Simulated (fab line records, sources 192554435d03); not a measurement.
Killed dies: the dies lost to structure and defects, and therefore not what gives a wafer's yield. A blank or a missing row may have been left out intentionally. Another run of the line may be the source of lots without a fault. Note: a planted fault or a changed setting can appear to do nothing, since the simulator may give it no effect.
A sampling plan put to the test + flow n5Finfet + 53 faults told of in these records, all on one fab line, each judged by the records of the lots it struck
The plan is the line's own looks: the steps of the route at which a gauge or an inspection reads the wafer and doesn't change it. Where struck wafers have a number at a look and the file lists that look's usual mean and standard deviation on fault-free wafers, the look can be judged. Caught: at a look after the fault's first step, the mean of the struck wafers lies 4 or more of those standard deviations (sigma) from the usual mean. On the tool: the test repeated on the tool's own readings taken at the fault's steps. If the struck wafers alone have a blank record, or they carry another recipe, that too counts as caught.

THE FAULTS, as the simulator had put them in
1. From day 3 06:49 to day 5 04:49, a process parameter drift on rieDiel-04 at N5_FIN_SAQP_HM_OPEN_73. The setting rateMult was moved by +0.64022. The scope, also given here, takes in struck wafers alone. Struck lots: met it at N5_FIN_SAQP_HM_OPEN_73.
2. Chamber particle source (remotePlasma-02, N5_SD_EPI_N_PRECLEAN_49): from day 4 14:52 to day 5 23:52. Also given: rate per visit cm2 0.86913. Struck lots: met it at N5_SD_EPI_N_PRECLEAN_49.
3. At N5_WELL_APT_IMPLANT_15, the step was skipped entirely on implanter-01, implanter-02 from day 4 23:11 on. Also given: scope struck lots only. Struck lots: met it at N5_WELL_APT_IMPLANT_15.
4. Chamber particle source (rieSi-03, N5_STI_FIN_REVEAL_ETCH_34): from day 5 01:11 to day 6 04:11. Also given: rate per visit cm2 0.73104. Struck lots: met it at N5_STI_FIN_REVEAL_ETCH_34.
5. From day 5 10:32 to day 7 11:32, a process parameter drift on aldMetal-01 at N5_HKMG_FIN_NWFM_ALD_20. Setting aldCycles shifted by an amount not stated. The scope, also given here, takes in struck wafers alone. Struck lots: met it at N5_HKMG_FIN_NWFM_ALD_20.
6. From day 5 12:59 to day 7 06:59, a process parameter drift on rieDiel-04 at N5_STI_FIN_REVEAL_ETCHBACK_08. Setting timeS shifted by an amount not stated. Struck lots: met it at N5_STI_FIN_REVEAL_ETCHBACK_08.
7. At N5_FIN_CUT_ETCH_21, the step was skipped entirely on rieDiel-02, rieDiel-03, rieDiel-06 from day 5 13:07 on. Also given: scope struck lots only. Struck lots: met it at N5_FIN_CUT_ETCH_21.
8. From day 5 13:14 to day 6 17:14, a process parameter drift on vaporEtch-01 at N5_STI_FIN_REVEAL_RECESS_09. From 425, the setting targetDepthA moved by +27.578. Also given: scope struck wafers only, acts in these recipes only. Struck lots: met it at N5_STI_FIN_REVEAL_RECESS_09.
9. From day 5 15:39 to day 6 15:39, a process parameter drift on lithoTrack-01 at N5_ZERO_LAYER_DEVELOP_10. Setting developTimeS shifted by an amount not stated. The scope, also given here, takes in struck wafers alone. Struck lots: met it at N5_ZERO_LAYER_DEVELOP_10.
10. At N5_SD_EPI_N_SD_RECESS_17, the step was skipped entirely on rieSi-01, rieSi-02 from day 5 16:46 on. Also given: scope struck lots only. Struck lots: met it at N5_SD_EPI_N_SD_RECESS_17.
11. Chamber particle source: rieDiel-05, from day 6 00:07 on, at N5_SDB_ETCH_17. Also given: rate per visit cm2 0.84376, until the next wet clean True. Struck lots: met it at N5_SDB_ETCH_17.
12. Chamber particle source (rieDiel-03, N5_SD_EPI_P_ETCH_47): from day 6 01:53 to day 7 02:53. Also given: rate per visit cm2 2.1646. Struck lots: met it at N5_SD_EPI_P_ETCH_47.
13. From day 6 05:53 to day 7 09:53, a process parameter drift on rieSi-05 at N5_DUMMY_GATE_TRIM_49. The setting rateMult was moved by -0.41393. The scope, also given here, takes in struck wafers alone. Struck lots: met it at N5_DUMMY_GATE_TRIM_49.
14. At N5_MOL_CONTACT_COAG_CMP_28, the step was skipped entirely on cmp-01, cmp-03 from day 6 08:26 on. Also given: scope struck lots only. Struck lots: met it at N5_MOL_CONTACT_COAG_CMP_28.
15. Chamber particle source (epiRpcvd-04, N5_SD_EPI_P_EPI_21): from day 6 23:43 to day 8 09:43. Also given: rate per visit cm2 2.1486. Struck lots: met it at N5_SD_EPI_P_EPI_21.
16. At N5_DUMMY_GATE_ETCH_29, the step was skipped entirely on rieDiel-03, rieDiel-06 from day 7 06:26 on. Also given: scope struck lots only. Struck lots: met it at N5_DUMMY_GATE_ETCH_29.
17. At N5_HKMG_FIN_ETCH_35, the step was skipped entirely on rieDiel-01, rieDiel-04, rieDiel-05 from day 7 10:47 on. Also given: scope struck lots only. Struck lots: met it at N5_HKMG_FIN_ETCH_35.
18. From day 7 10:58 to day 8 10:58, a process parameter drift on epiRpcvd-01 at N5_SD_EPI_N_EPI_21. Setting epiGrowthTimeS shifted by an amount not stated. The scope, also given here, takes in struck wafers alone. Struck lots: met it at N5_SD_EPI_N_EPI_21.
19. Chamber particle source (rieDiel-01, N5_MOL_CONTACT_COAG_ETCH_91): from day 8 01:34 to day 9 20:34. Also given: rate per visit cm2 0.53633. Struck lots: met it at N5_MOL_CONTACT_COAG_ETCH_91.
20. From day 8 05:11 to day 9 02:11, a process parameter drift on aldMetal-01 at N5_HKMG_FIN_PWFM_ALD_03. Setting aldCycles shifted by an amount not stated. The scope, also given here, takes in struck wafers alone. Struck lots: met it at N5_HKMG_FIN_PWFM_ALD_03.
21. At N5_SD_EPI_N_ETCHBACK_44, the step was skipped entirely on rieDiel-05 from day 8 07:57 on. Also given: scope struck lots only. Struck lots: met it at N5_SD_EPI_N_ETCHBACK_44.
22. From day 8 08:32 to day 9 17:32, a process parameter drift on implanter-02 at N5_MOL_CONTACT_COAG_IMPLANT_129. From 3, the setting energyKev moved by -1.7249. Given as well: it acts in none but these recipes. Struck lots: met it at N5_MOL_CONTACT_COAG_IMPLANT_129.
23. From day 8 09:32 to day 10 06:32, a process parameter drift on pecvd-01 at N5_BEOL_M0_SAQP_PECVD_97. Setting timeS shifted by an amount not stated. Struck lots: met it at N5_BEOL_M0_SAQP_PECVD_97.
24. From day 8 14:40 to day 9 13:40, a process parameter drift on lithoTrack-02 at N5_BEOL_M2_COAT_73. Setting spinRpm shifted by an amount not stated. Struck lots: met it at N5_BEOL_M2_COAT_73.
25. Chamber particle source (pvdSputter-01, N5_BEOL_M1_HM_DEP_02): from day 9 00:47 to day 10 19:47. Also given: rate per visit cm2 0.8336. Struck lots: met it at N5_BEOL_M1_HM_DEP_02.
26. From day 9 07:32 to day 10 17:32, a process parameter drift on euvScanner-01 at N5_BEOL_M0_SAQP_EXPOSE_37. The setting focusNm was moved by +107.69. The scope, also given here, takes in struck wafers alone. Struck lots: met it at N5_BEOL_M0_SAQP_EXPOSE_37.
27. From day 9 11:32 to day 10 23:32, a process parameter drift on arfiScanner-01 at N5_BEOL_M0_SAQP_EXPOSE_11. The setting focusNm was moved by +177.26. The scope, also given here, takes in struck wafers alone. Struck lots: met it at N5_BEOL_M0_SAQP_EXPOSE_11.
28. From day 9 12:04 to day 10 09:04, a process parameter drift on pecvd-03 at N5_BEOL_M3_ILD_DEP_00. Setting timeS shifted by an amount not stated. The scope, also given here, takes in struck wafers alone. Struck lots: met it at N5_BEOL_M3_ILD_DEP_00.
29. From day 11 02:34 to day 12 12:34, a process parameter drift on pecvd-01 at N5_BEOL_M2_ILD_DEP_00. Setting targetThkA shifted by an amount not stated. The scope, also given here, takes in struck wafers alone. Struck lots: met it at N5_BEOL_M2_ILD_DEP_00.
30. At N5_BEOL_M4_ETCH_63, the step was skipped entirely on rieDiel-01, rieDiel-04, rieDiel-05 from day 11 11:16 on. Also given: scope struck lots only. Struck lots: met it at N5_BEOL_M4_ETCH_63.
31. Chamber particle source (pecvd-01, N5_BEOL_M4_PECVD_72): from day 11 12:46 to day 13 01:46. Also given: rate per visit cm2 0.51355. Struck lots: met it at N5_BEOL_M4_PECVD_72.
32. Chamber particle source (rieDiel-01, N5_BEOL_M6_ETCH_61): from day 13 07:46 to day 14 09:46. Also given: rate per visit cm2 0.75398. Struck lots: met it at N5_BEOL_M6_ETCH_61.
33. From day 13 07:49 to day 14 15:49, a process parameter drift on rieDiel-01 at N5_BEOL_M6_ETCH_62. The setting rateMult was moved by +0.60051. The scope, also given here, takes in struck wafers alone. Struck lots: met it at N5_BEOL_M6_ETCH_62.
34. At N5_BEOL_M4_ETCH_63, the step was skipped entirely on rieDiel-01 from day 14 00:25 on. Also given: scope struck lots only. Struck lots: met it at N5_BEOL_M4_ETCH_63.
35. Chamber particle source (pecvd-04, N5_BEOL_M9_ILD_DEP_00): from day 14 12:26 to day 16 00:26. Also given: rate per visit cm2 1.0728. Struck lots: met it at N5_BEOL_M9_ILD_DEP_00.
36. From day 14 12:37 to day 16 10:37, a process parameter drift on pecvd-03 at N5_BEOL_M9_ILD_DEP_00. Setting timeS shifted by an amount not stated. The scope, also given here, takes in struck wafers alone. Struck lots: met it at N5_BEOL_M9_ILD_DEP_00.
37. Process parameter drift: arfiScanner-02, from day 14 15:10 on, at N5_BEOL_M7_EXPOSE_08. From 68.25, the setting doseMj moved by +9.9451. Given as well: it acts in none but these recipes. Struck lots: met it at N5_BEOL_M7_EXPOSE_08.
38. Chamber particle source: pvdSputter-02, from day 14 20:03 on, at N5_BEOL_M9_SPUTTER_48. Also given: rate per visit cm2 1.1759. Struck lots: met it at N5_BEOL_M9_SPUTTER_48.
39. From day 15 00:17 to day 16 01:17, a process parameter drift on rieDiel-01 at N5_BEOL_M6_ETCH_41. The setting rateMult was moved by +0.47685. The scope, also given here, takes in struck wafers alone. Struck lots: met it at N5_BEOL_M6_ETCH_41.
40. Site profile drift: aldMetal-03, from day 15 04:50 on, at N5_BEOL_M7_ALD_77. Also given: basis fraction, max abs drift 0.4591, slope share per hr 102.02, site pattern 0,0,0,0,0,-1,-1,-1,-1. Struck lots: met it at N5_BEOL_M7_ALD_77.
41. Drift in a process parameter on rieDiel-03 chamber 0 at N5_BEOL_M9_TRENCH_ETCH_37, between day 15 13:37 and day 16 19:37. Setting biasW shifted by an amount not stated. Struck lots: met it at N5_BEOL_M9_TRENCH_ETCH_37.
42. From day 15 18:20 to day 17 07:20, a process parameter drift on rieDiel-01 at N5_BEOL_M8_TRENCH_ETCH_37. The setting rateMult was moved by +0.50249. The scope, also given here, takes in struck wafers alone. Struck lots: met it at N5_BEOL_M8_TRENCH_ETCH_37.
43. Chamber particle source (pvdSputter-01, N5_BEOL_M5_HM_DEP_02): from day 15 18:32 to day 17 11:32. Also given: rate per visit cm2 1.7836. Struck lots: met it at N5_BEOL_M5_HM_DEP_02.
44. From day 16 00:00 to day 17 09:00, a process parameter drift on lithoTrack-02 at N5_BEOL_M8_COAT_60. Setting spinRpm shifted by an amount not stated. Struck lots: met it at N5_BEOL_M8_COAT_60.
45. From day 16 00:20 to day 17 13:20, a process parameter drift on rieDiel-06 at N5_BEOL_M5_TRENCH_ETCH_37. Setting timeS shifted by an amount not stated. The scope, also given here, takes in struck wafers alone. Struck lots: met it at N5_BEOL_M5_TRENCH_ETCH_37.
46. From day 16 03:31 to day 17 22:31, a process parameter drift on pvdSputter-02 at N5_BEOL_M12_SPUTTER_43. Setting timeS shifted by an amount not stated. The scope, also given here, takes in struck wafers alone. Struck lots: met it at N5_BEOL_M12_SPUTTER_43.
47. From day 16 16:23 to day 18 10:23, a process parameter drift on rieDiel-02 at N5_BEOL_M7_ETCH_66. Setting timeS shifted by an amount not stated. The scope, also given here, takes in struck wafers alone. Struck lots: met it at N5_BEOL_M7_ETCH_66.
48. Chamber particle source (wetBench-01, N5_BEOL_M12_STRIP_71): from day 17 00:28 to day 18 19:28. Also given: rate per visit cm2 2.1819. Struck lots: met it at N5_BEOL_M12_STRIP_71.
49. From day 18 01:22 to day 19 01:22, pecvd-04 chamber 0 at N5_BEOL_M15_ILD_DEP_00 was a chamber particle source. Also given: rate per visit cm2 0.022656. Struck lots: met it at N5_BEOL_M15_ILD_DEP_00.
50. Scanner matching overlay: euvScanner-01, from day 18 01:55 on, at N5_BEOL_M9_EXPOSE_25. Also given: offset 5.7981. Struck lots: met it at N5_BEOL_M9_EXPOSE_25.
51. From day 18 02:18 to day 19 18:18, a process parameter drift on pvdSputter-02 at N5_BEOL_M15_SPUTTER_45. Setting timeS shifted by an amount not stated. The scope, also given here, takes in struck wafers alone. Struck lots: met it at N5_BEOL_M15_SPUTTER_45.
52. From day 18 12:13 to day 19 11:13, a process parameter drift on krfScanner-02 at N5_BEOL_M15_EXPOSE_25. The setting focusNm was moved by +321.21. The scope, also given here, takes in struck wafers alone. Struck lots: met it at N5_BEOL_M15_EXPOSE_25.
53. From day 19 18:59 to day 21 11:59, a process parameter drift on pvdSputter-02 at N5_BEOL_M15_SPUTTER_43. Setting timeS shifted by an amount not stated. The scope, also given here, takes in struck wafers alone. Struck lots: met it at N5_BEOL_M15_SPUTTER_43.

WHAT THE PLAN SAW
| fault | on the tool itself                               | first look that catches it                      | reading, sigma                                                    | median hours from its first step to that look | hours from the fault's start to the first struck lot there | judged looks passed uncaught |
|-------|--------------------------------------------------|-------------------------------------------------|-------------------------------------------------------------------|-----------------------------------------------|------------------------------------------------------------|------------------------------|
| 1     | under 2 sigma                                    | not the one look that can be judged after it    | strongest: SS_N at N5_BEOL_M4_RC_MEAS_101, -2.0                   | -                                             | -                                                          | 1                            |
| 2     | no reading that can be judged                    | N5_SD_EPI_N_INSPECT_26                          | rawDefectCount +12                                                | 1.1                                           | 6                                                          | 0                            |
| 3     | the tool's record is blank for the struck wafers | N5_BEOL_M4_RC_MEAS_101                          | CJ_P -16                                                          | 246.2                                         | 250                                                        | 0                            |
| 4     | under 2 sigma                                    | N5_STI_FIN_REVEAL_INSPECT_13                    | rawDefectCount +96                                                | 0.7                                           | 6                                                          | 0                            |
| 5     | under 2 sigma                                    | N5_BEOL_M4_RC_MEAS_101                          | IOFF_N_LONG +12                                                   | 175.0                                         | 192                                                        | 0                            |
| 6     | under 2 sigma                                    | N5_STI_FIN_REVEAL_FIN_H_MEAS_10                 | trenchDepthNm -10                                                 | 3.2                                           | 6                                                          | 0                            |
| 7     | the tool's record is blank for the struck wafers | no look after it can be judged                  | -                                                                 | -                                             | -                                                          | 0                            |
| 8     | under 2 sigma                                    | none of the 2 looks that can be judged after it | strongest: trenchDepthNm at N5_STI_FIN_REVEAL_FIN_H_MEAS_10, +3.3 | -                                             | -                                                          | 2                            |
| 9     | no reading that can be judged                    | none of the 4 looks that can be judged after it | strongest: cdNm at N5_ZERO_LAYER_CD_MEAS_11, -3.6                 | -                                             | -                                                          | 4                            |
| 10    | no reading that can be judged                    | no look after it can be judged                  | -                                                                 | -                                             | -                                                          | 0                            |
| 11    | under 2 sigma                                    | no look after it can be judged                  | -                                                                 | -                                             | -                                                          | 0                            |
| 12    | under 2 sigma                                    | N5_SD_EPI_P_INSPECT_26                          | rawDefectCount +33                                                | 3.6                                           | 13                                                         | 0                            |
| 13    | oesProductAu -13 sigma                           | N5_DUMMY_GATE_CD_MEAS_50                        | cdNm +7.1                                                         | 0.2                                           | 2                                                          | 0                            |
| 14    | the tool's record is blank for the struck wafers | no look after it can be judged                  | -                                                                 | -                                             | -                                                          | 0                            |
| 15    | under 2 sigma                                    | N5_SD_EPI_P_INSPECT_26                          | rawDefectCount +32                                                | 1.7                                           | 11                                                         | 0                            |
| 16    | the tool's record is blank for the struck wafers | no look after it can be judged                  | -                                                                 | -                                             | -                                                          | 0                            |
| 17    | no reading that can be judged                    | N5_BEOL_M4_RC_MEAS_101                          | VT_N_LONG +97                                                     | 190.1                                         | 190                                                        | 0                            |
| 18    | no reading that can be judged                    | N5_SD_EPI_N_EPI_MEAS_23                         | thkNm +4.8                                                        | 0.4                                           | 5                                                          | 0                            |
| 19    | under 2 sigma                                    | N5_MOL_CONTACT_COAG_INSPECT_42                  | rawDefectCount +7.6                                               | 0.9                                           | 5                                                          | 1                            |
| 20    | under 2 sigma                                    | not the one look that can be judged after it    | strongest: VT_P at N5_BEOL_M4_RC_MEAS_101, -3.8                   | -                                             | -                                                          | 1                            |
| 21    | the tool's record is blank for the struck wafers | no look after it can be judged                  | -                                                                 | -                                             | -                                                          | 0                            |
| 22    | beamEnergyKeV -99 or beyond sigma                | N5_BEOL_M4_RC_MEAS_101                          | RC_N +9.1                                                         | 165.4                                         | 172                                                        | 0                            |
| 23    | under 2 sigma                                    | no look after it can be judged                  | -                                                                 | -                                             | -                                                          | 0                            |
| 24    | spinSpeedRpm +99 or beyond sigma                 | not the one look that can be judged after it    | -                                                                 | -                                             | -                                                          | 1                            |
| 25    | under 2 sigma                                    | N5_BEOL_M1_INSPECT_13                           | rawDefectCount +7.1                                               | 0.5                                           | 4                                                          | 0                            |
| 26    | no reading that can be judged                    | N5_BEOL_M0_SAQP_CD_MEAS_40                      | cdNm -53                                                          | 0.1                                           | 8                                                          | 0                            |
| 27    | under 2 sigma                                    | N5_BEOL_M0_SAQP_CD_MEAS_14                      | cdNm -12                                                          | 0.1                                           | 1                                                          | 0                            |
| 28    | under 2 sigma                                    | N5_BEOL_M3_THK_MEAS_01                          | M3_ILD_THK +52                                                    | 0.1                                           | 5                                                          | 0                            |
| 29    | under 2 sigma                                    | N5_BEOL_M2_THK_MEAS_01                          | M2_ILD_THK +31                                                    | 0.1                                           | 1                                                          | 0                            |
| 30    | the tool's record is blank for the struck wafers | no look after it can be judged                  | -                                                                 | -                                             | -                                                          | 0                            |
| 31    | under 2 sigma                                    | none of the 4 looks that can be judged after it | strongest: rawDefectCount at N5_BEOL_M4_INSPECT_13, +3.1          | -                                             | -                                                          | 4                            |
| 32    | under 2 sigma                                    | N5_BEOL_M6_INSPECT_30                           | rawDefectCount +4.2                                               | 2.1                                           | 2                                                          | 0                            |
| 33    | under 2 sigma                                    | not the one look that can be judged after it    | strongest: cdNm at N5_BEOL_M6_CD_MEAS_18, +3.7                    | -                                             | -                                                          | 1                            |
| 34    | the tool's record is blank for the struck wafers | no look after it can be judged                  | -                                                                 | -                                             | -                                                          | 0                            |
| 35    | under 2 sigma                                    | N5_BEOL_M9_INSPECT_13                           | rawDefectCount +6.6                                               | 1.8                                           | 13                                                         | 0                            |
| 36    | runLengthS -61 sigma                             | N5_BEOL_M9_THK_MEAS_01                          | M9_ILD_THK -36                                                    | 0.6                                           | 1                                                          | 0                            |
| 37    | exposureDoseMJCm2 +99 or beyond sigma            | N5_BEOL_M7_CD_MEAS_11                           | cdNm +9.9                                                         | 0.1                                           | 4                                                          | 0                            |
| 38    | under 2 sigma                                    | no look after it can be judged                  | -                                                                 | -                                             | -                                                          | 0                            |
| 39    | only faintly: oesProductAu +2.8 sigma            | no look after it can be judged                  | -                                                                 | -                                             | -                                                          | 0                            |
| 40    | under 2 sigma                                    | N5_BEOL_M15_RC_MEAS_101                         | COMB_M7_max_site +20                                              | 58.3                                          | 63                                                         | 0                            |
| 41    | biasW -66 sigma                                  | no look after it can be judged                  | -                                                                 | -                                             | -                                                          | 0                            |
| 42    | only faintly: oesProductAu +2.8 sigma            | N5_BEOL_M8_OCD_MEAS_38                          | trenchDepthNm +25                                                 | 0.2                                           | 4                                                          | 0                            |
| 43    | under 2 sigma                                    | N5_BEOL_M5_INSPECT_13                           | rawDefectCount +10                                                | 0.5                                           | 5                                                          | 0                            |
| 44    | spinSpeedRpm -44 sigma                           | no look after it can be judged                  | -                                                                 | -                                             | -                                                          | 0                            |
| 45    | runLengthS -5.6 sigma                            | N5_BEOL_M5_OCD_MEAS_38                          | trenchDepthNm -6.6                                                | 0.2                                           | 1                                                          | 0                            |
| 46    | under 2 sigma                                    | not the one look that can be judged after it    | strongest: M12_RS at N5_BEOL_M12_RS_MEAS_54, -2.1                 | -                                             | -                                                          | 1                            |
| 47    | runLengthS -45 sigma                             | no look after it can be judged                  | -                                                                 | -                                             | -                                                          | 0                            |
| 48    | no reading that can be judged                    | none of the 3 looks that can be judged after it | -                                                                 | -                                             | -                                                          | 3                            |
| 49    | under 2 sigma                                    | N5_BEOL_M15_INSPECT_12                          | rawDefectCount +9.7                                               | 0.8                                           | 1                                                          | 1                            |
| 50    | under 2 sigma                                    | N5_BEOL_M9_OVL_MEAS_29                          | V8_OVL +6.9                                                       | 0.2                                           | 22                                                         | 0                            |
| 51    | under 2 sigma                                    | not the one look that can be judged after it    | -                                                                 | -                                             | -                                                          | 1                            |
| 52    | under 2 sigma                                    | N5_BEOL_M15_CD_MEAS_28                          | cdNm +45                                                          | 0.2                                           | 9                                                          | 0                            |
| 53    | under 2 sigma                                    | no look after it can be judged                  | -                                                                 | -                                             | -                                                          | 0                            |
A dash: the fault isn't caught, or these records don't give the number.

Caught at a look: 28 of 53. Caught on the tool: 16 of 53. By one or the other: 38 of 53.
Faults 7, 14, 16, 21, 24, 30, 34, 41, 44, 47 were caught on the tool alone.
Caught at a look alone: faults 2, 4, 5, 6, 12, 15, 17, 18, 19, 25, 26, 27, 28, 29, 32, 35, 40, 42, 43, 49, 50, 52.
Caught by neither: faults 1, 8, 9, 10, 11, 20, 23, 31, 33, 38, 39, 46, 48, 51, 53.

THINNER SAMPLING
If the look that catches a fault measured only every second or every third lot, by lot number, the first struck lot would be measured this late in the worst case:
| fault | struck lots at that look, in order of time | every lot | every second lot | every third lot |
|-------|--------------------------------------------|-----------|------------------|-----------------|
| 2     | L895, L896                                 | 6 h       | 14 h             | may miss all 2  |
| 3     | L750, L749                                 | 250 h     | 255 h            | may miss all 2  |
| 4     | L745, L746                                 | 6 h       | 13 h             | may miss all 2  |
| 5     | L782, L783, L784                           | 192 h     | 200 h            | 203 h           |
| 6     | L603, L605                                 | 6 h       | may miss all 2   | may miss all 2  |
| 12    | L691, L692                                 | 13 h      | 16 h             | may miss all 2  |
| 13    | L177                                       | 2 h       | may miss it      | may miss it     |
| 15    | L246, L247                                 | 11 h      | 15 h             | may miss all 2  |
| 17    | L815, L814, L813                           | 190 h     | 195 h            | 199 h           |
| 18    | L799, L800                                 | 5 h       | 11 h             | may miss all 2  |
| 19    | L101, L102, L103                           | 5 h       | 8 h              | 11 h            |
| 22    | L332, L331                                 | 172 h     | 182 h            | may miss all 2  |
| 25    | L443, L446                                 | 4 h       | 28 h             | may miss all 2  |
| 26    | L715                                       | 8 h       | may miss it      | may miss it     |
| 27    | L112, L113                                 | 1 h       | 4 h              | may miss all 2  |
| 28    | L164, L166, L168                           | 5 h       | may miss all 3   | 17 h            |
| 29    | L203, L205, L206                           | 1 h       | 28 h             | may miss all 3  |
| 32    | L169, L168                                 | 2 h       | 2 h              | may miss all 2  |
| 35    | L691, L692                                 | 13 h      | 27 h             | may miss all 2  |
| 36    | L353, L354, L358                           | 1 h       | 21 h             | 38 h            |
| 37    | L663, L666                                 | 4 h       | 6 h              | may miss all 2  |
| 40    | L138, L143                                 | 63 h      | 101 h            | may miss all 2  |
| 42    | L315                                       | 4 h       | may miss it      | may miss it     |
| 43    | L909, L914                                 | 5 h       | 8 h              | may miss all 2  |
| 45    | L635, L638, L643                           | 1 h       | 7 h              | may miss all 3  |
| 49    | L354, L359                                 | 1 h       | 18 h             | may miss all 2  |
| 50    | L549                                       | 22 h      | may miss it      | may miss it     |
| 52    | L452, L454, L455                           | 9 h       | 19 h             | may miss all 3  |
Hours: fault start to first struck lot measured. The test against the limit of 4 sigma pooled every struck wafer, which means one lot taken alone may stay below that limit. Other struck lots may not be in these records.

THE LONGEST TIMED WAY FROM STEP TO LOOK
Fault 3: median gap of 246.2 hours between N5_WELL_APT_IMPLANT_15 and N5_BEOL_M4_RC_MEAS_101. No look between them can be judged.
